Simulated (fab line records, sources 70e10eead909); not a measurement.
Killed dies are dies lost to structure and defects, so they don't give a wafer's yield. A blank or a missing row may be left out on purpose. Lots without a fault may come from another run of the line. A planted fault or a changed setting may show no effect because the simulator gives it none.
Problem report in the 8D (eight disciplines) form, filled by code | flow nand_harc | the parts of the form that need people (team, actions taken, sign-off) are left out

1. THE PROBLEM
oes_product_au at NHARC_A_CONTACT_ETCH_75 reads a mean of 0.855 a.u. on 1 wafer of 1 lot; wafers without a fault read 1.001 a.u. with a standard deviation of 0.0075. That is -19 standard deviations from the usual mean.
The step: etches the open film in CF4, target depth 39 nm, time 65 s.
First seen on wafer L574.5, day 20 10:27, on rie_diel-13. The record holds 39 wafers of 13 lots with a number at this step. Rule for "out", or "out of limits": more than 4 standard deviations from the usual mean. The other wafers with a number count as sound.

2. WHAT IT IS AND WHAT IT IS NOT
question                    | is                | is not
which readings at this step | oes_product_au    | drypump_motor_current_A, rf_vpp_V, showerhead_plenum_p_Torr, throttle_valve_pct
which lots                  | L574              | L564, L565, L566, L569, L573, L578, L579, L581, L582, L583, L584, L585
which wafers of those lots  | L574.5            | L574.1, L574.6
read on which tools         | rie_diel-13       | rie_diel-01, rie_diel-05
when                        | from day 20 10:27 | up to then (17 sound wafers); but 21 sound wafers of L578, L579, L581, L582, L583, L584, L585 came after

3. SUSPECTS, AND WHAT RULES EACH OUT
Counting: a tool at a process step up to the reading stays a suspect if it ran every lot that is out. Sound lots after the first of them don't rule it out here, since some wafers of a struck lot are sound.
- rie_diel-05 at NHARC_A_CONTACT_STRIP_55 (strips in O2): kept. It ran the lot that is out, L574 (day 20 07:38); its last sound lot up to then is L573 (day 19 02:34). NHARC_A_CONTACT_STRIP_55 gives no start for some lots, so the hours and the order of its lots are those of NHARC_A_CONTACT_DEP_57.
- acl_dep-01 at NHARC_A_CONTACT_DEP_57 (deposits aC, target thk 2800 nm): kept. It ran the lot that is out, L574 (day 20 07:38); its last sound lot up to then is L573 (day 19 02:34).
- rie_diel-13 at NHARC_A_CONTACT_ETCH_75 (etches the open film in CF4, target depth 39 nm, time 65 s): kept. It ran the lot that is out, L574 (day 20 10:27); its last sound lot up to then is L564 (day 17 03:53). Its own readings are out on those wafers: oes_product_au.
- Within rie_diel-05 at NHARC_A_CONTACT_STRIP_55: the wafers that are out ran in chamber 1; their sound lot-mates ran in chamber 2.
- Within rie_diel-13 at NHARC_A_CONTACT_ETCH_75: the wafers that are out ran in chamber 0; their sound lot-mates ran in chambers 1, 3.
Left after counting: rie_diel-05 at NHARC_A_CONTACT_STRIP_55, acl_dep-01 at NHARC_A_CONTACT_DEP_57, rie_diel-13 at NHARC_A_CONTACT_ETCH_75.

4. THE CAUSE (what the simulator had put in)
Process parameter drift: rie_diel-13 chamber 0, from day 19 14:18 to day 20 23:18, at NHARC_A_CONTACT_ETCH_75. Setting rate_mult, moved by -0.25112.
Counting left 3 suspects, and this tool is among them.

5. THE CHAIN OF EFFECTS, in route order
Each row: a reading whose mean over the struck wafers that have a number lies more than 3 standard deviations from the usual. Only readings for which the record gives a usual standard deviation are gone through. hours: the time from each lot's start at the first step in this table that gives one to its start at this step, as a median over the lots. sigmas: the change in usual standard deviations.
hours | step                    | reading        | usual      | on struck wafers | change | sigmas
0     | NHARC_A_CONTACT_ETCH_75 | oes_product_au | 1.001 a.u. | 0.855            | -0.146 | -19
The process steps in it:
- NHARC_A_CONTACT_ETCH_75: etches the open film in CF4, target depth 39 nm, time 65 s.

6. WHAT WOULD HAVE CAUGHT IT SOONER
In this record the first reading out of limits was taken at day 20 10:27, 20 hours after the fault began at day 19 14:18.
